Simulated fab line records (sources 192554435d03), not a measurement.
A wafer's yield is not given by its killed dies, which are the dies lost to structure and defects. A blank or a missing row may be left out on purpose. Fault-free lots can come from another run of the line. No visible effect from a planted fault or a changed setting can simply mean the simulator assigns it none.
fab line records	flow n5-finfet
record: lots: 11	wafers: 33	last-day: 18
route steps=1938 shown MIM_BOT_ETCH@1866 PASSIVATION@1925
lots that met no fault: taken from a fault-free run of the same line
start-h: hours from the record's opening day to when the first of the lot's shown wafers began	wait-h: hours since the lot's step before	" identical to the entry in the row above	L1.1+2: a single row standing in for several wafers	- either no value or no given start	* or withheld: withheld	< > ~ a bound
route shown NAME@n: NAME is a module with steps in the file, n the number in the route of the first one	usual: mean/standard deviation of fault-free wafers	same: alike in all rows	chamber/n: place in a boat	sites: per-site readings	_std_site: standard deviation of those values	_edge_site: the outer-site mean with the inner-site mean subtracted	radius-mm: for every site, how far away it sits from the centre of the wafer	mask NAME#n: copy n	behind: tool/chamber where the wafer was last shaped	hold: what put the lot on hold/how long, in hours/how the hold closed	device: the transistor (n, p or np) that didn't switch	end of line: tests of these same wafers at the route's end	where a step has no rows: the recipe by itself	killed: at the first sort, the dies lost to defects and structure; wafer yield is something else	map: a wafer's dies, marking killed ones x, the rest . and places with no die _
set.NAME: the run value of the setting; set.NAME@STEP: its run value at that earlier step	model.NAME: the simulator's own value behind a step, which no gauge read
route steps across a sampled set of lots; one table per step, one row per wafer
services: from which hour (start-h, from the record's first day; less than 0 if before it) a tool's chamber was out of use, for how many hours, and why
== steps ==
step: N5_MIM_BOT_ETCH_ETCH_04
recipe: chemistry: CF4/O2	target: SiNx	target-depth-a: 260	time-s: 13	ion-energy-ev: 100	pressure-mtorr: 40	source-w: 535	bias-w: 49	Ar_flow_sccm: 100	cf4-flow-sccm: 100	O2_flow_sccm: 10
usual: drypump-motor-current-A: 5.7/0.43	oes-product-au: 0.83/0.067	rf-vpp-V: 240/4.1	showerhead-plenum-p-Torr: 2.22/0.056	throttle-valve-pct: 15.95/0.21
lot.wafer	tool	chamber	start-h	wait-h	drypump-motor-current-A	oes-product-au	rf-hours-counter-h	rf-vpp-V	showerhead-plenum-p-Torr	throttle-valve-pct
L629.2	rie-diel-06	0	271.62	0.0	5.1	0.75	170	246	2.28	16.08
L629.5	"	3	"	"	5.7	0.73	-	236	2.18	16.45
L629.6	"	2	"	"	5.6	0.91	-	243	2.25	15.84
L630.1	rie-diel-01	1	275.22	0.0	6.4	0.82	107	242	2.21	15.71
L630.3	"	0	"	"	6.7	0.89	34	235	2.25	15.80
L630.5	"	3	"	"	5.4	0.97	-	238	2.17	15.76
L632.1	rie-diel-03	1	295.27	0.0	6.0	0.81	83	236	2.15	15.99
L632.3	"	3	"	"	5.7	0.90	47	235	2.15	15.66
L632.4	"	0	"	"	5.9	0.85	55	243	2.24	16.10
L635.1	rie-diel-03	0	326.33	0.0	5.9	0.83	67	243	2.23	16.11
L635.5	"	2	"	"	5.4	0.80	-	238	2.22	16.01
L635.6	"	3	"	"	5.7	0.88	-	235	2.15	15.68
L638.1	rie-diel-06	1	327.88	0.0	6.0	0.82	89	241	2.32	15.82
L638.2	"	2	"	"	5.6	0.88	44	243	2.25	15.89
L638.5	"	0	"	"	5.1	0.74	-	247	2.28	16.12
L641.1	rie-diel-01	0	355.96	0.0	6.7	0.85	57	234	2.24	15.88
L641.2	"	3	"	"	5.5	0.92	27	239	2.16	15.78
L641.4	"	2	"	"	5.3	0.89	41	236	2.16	15.87
L642.3	rie-diel-03	2	365.72	0.0	5.3	0.80	95	237	2.21	16.04
L642.4	"	1	"	"	6.0	0.79	109	235	2.14	16.06
L642.6	"	0	"	"	5.9	0.83	-	244	2.23	16.13
L644.2	rie-diel-03	3	373.22	0.0	5.8	0.87	73	234	2.14	15.72
L644.4	"	2	"	"	5.3	0.79	97	237	2.21	16.04
L644.6	"	0	"	"	5.9	0.81	-	243	2.23	16.15
L645.2	rie-diel-01	0	384.20	0.0	6.7	0.84	65	235	2.23	15.88
L645.5	"	0	"	"	6.7	0.83	-	236	2.23	15.90
L645.6	"	3	"	"	5.4	0.88	-	238	2.16	15.78
L646.1	rie-diel-03	3	394.52	0.0	5.7	0.86	81	236	2.14	15.72
L646.4	"	2	"	"	5.3	0.78	105	237	2.21	16.05
L646.6	"	3	"	"	5.7	0.86	-	235	2.14	15.71
L649.1	rie-diel-06	0	409.98	0.0	5.1	0.72	221	246	2.27	16.18
L649.2	"	1	"	"	6.0	0.79	122	241	2.31	15.89
L649.6	"	3	"	"	5.7	1.01	-	235	2.17	16.06
step: N5_PASSIVATION_CD_MEAS_44
recipe: target-cd-nm: 40000	landing-energy-ev: 500	detector: se-inlens
usual: cd-nm: 40000/4
lot.wafer	tool	chamber	start-h	wait-h	cd-nm
L629.2	cd-sem-02	0	277.31	-	39993
L629.5	"	0	"	"	39995
L629.6	"	0	"	"	40000
L630.1	cd-sem-03	0	283.07	-	40006
L630.3	"	0	"	"	40004
L630.5	"	0	"	"	40001
L632.1	cd-sem-02	0	301.38	-	40003
L632.3	"	0	"	"	40000
L632.4	"	0	"	"	39999
L635.1	cd-sem-03	0	331.18	-	40007
L635.5	"	0	"	"	40000
L635.6	"	0	"	"	40000
L638.1	cd-sem-02	0	335.31	-	40002
L638.2	"	0	"	"	39994
L638.5	"	0	"	"	39997
L641.1	cd-sem-03	0	363.30	-	40001
L641.2	"	0	"	"	40000
L641.4	"	0	"	"	40004
L642.3	cd-sem-03	0	373.74	-	40000
L642.4	"	0	"	"	39998
L642.6	"	0	"	"	40003
L644.2	cd-sem-01	0	379.51	-	40000
L644.4	"	0	"	"	40000
L644.6	"	0	"	"	39997
L645.2	cd-sem-02	0	390.07	-	39992
L645.5	"	0	"	"	39999
L645.6	"	0	"	"	39999
L646.1	cd-sem-02	0	400.50	-	39999
L646.4	"	0	"	"	39995
L646.6	"	0	"	"	39998
L649.1	cd-sem-03	0	416.79	-	40003
L649.2	"	0	"	"	40003
L649.6	"	0	"	"	39998
step: N5_PASSIVATION_DESCUM_46
recipe: chemistry: O2	time-s: 7.9	source-power-w: 50	bias-power-w: 20	pressure-mtorr: 20	rf-frequency-hz: 2.712e+07	temp-c: 40	o2-flow-sccm: 225
usual: drypump-motor-current-A: 5.7/0.4	oes-product-au: 0.82/0.065	rf-vpp-V: 243.4/1.2	showerhead-plenum-p-Torr: 2.11/0.061	temp-c: 40.00/0.12	throttle-valve-pct: 20.38/0.18
lot.wafer	tool	chamber	start-h	wait-h	drypump-motor-current-A	oes-product-au	rf-hours-counter-h	rf-vpp-V	showerhead-plenum-p-Torr	temp-c	throttle-valve-pct
L629.2	rie-diel-03	0	277.39	0.0	5.9	0.86	50	244.8	2.13	39.87	20.54
L629.5	"	2	"	"	5.3	0.84	-	243.8	2.12	39.94	20.42
L629.6	"	3	"	"	5.7	0.88	-	243.3	2.04	40.01	20.06
L630.1	rie-diel-03	2	283.15	0.0	5.3	0.84	63	243.4	2.12	39.90	20.42
L630.3	"	3	"	"	5.7	0.89	40	242.7	2.04	39.88	20.07
L630.5	"	2	"	"	5.3	0.84	-	242.7	2.12	40.03	20.43
L632.1	rie-diel-01	1	301.47	0.0	6.4	0.81	110	244.6	2.09	39.96	20.03
L632.3	"	2	"	"	5.3	0.91	23	244.2	2.04	39.99	20.24
L632.4	"	0	"	"	6.7	0.89	38	243.9	2.14	40.11	20.32
L635.1	rie-diel-01	3	331.27	0.0	5.5	0.93	18	242.8	2.06	40.12	20.31
L635.5	"	0	"	"	6.7	0.86	-	244.5	2.14	40.30	20.34
L635.6	"	1	"	"	6.4	0.80	-	242.9	2.09	40.04	20.06
L638.1	rie-diel-06	3	335.97	0.6	5.7	0.71	235	242.7	2.05	39.87	20.83
L638.2	"	2	"	"	5.6	0.87	47	244.6	2.13	39.93	20.30
L638.5	"	1	"	"	6.0	0.82	-	244.3	2.22	39.89	20.37
L641.1	rie-diel-03	3	363.39	0.0	5.8	0.85	70	241.8	2.03	40.02	20.11
L641.2	"	1	"	"	6.0	0.78	108	242.6	2.02	39.99	20.50
L641.4	"	2	"	"	5.3	0.80	94	243.7	2.11	40.05	20.48
L642.3	rie-diel-06	0	373.83	0.0	5.2	0.73	205	244.9	2.14	40.04	20.37
L642.4	"	2	"	"	5.5	0.87	61	242.6	2.12	39.81	20.33
L642.6	"	0	"	"	5.2	0.73	-	244.4	2.13	40.26	20.38
L644.2	rie-diel-01	0	379.60	0.0	6.7	0.84	64	244.2	2.13	39.77	20.36
L644.4	"	1	"	"	6.4	0.79	135	243.5	2.08	39.87	20.07
L644.6	"	2	"	"	5.3	0.87	-	242.3	2.03	39.94	20.26
L645.2	rie-diel-06	1	390.16	0.0	6.0	0.79	112	243.5	2.22	39.93	20.40
L645.5	"	2	"	"	5.5	0.85	-	244.4	2.12	40.08	20.35
L645.6	"	0	"	"	5.1	0.72	-	243.4	2.13	39.82	20.38
L646.1	rie-diel-06	2	400.59	0.0	5.6	0.84	74	243.1	2.12	39.96	20.34
L646.4	"	0	"	"	5.1	0.72	217	244.1	2.13	39.93	20.39
L646.6	"	3	"	"	5.7	1.01	-	243.6	2.05	40.02	20.52
L649.1	rie-diel-03	0	416.88	0.0	5.9	0.81	97	243.5	2.11	40.07	20.59
L649.2	"	2	"	"	5.3	0.78	113	243.5	2.10	39.91	20.52
L649.6	"	2	"	"	5.3	0.79	-	243.1	2.10	39.99	20.50
step: N5_PASSIVATION_STRIP_52
recipe: chemistry: post-etch-residue-remover	time-s: 1200	temp-c: 72.5
usual: bath-guard-temp-C: 72.6/0.58	bath-heat-duty-pct: 13.9/1.6	temp-c: 72.50/0.12
lot.wafer	tool	chamber	start-h	wait-h	bath-guard-temp-C	bath-heat-duty-pct	temp-c
L629.2	wet-bench-02	3	278.01	-	72.1	14.6	72.57
L629.5	"	0	"	"	72.1	16.4	72.65
L629.6	"	5	"	"	73.7	10.6	72.39
L630.1	wet-bench-03	2	283.77	-	73.2	13.6	72.65
L630.3	"	6	"	"	71.8	13.6	72.51
L630.5	"	7	"	"	73.3	14.4	72.59
L632.1	wet-bench-01	5	302.09	-	72.6	10.3	72.37
L632.3	"	0	"	"	73.5	11.4	72.36
L632.4	"	2	"	"	72.7	15.1	72.41
L635.1	wet-bench-01	6	331.89	-	-	-	-
L635.5	"	5	"	"	-	-	-
L635.6	"	7	"	"	-	-	-
L638.1	wet-bench-02	0	336.58	-	-	-	-
L638.2	"	4	"	"	-	-	-
L638.5	"	1	"	"	-	-	-
L641.1	wet-bench-01	3	364.01	-	72.9	14.6	72.43
L641.2	"	7	"	"	72.0	14.7	72.55
L641.4	"	4	"	"	72.4	13.9	72.54
L642.3	wet-bench-02	4	374.45	-	72.4	12.7	72.41
L642.4	"	5	"	"	74.0	12.2	72.54
L642.6	"	0	"	"	71.9	15.8	72.32
L644.2	wet-bench-01	4	380.22	-	72.5	11.9	72.58
L644.4	"	0	"	"	73.6	12.1	72.42
L644.6	"	6	"	"	72.4	14.0	72.66
L645.2	wet-bench-02	4	390.78	-	72.2	13.9	72.49
L645.5	"	6	"	"	72.2	12.3	72.45
L645.6	"	5	"	"	73.6	12.4	72.66
L646.1	wet-bench-01	1	401.21	-	71.8	15.8	72.51
L646.4	"	0	"	"	73.3	12.4	72.63
L646.6	"	6	"	"	72.5	14.8	72.35
L649.1	wet-bench-02	2	417.50	-	72.1	14.7	72.59
L649.2	"	0	"	"	72.2	15.5	72.52
L649.6	"	1	"	"	71.9	17.4	72.37
== services ==
tool	chamber	start-h	hours	kind
rie-diel-01	3	247.96	-	clean
rie-diel-01	3	247.96	-	consumable-replace:focus-ring
rie-diel-01	3	247.96	16.2	scheduled-down
rie-diel-01	3	247.96	16.2	vent-cycle
rie-diel-03	1	267.61	8.5	repair
rie-diel-01	-	282.13	15.6	pm
wet-bench-02	-	283.42	2.5	repair
rie-diel-03	0	288.61	3.7	repair
rie-diel-06	-	319.09	2.8	pm
rie-diel-06	3	347.85	6.3	repair
rie-diel-03	1	374.86	2.7	repair
rie-diel-06	3	383.39	-	clean
rie-diel-06	3	383.39	-	consumable-replace:focus-ring
rie-diel-06	3	383.39	14.8	scheduled-down
rie-diel-06	3	383.39	14.8	vent-cycle
rie-diel-01	-	401.83	3.2	repair
== key ==
first-sign: step: N5_PASSIVATION_STRIP_52	reading: tool-record	direction: missing
effect none on later readings
met-at N5_PASSIVATION_STRIP_52
struck-lots L635,L638
not-acting-at N5_MIM_BOT_ETCH_ETCH_04,N5_PASSIVATION_CD_MEAS_44,N5_PASSIVATION_DESCUM_46
onset-between 302.09 331.89
fault: kind: skipped-step-whole	tool: wet-bench-01,wet-bench-02	chamber: -	onset-h: 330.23	steps: N5_PASSIVATION_STRIP_52	scope: struck-lots-only
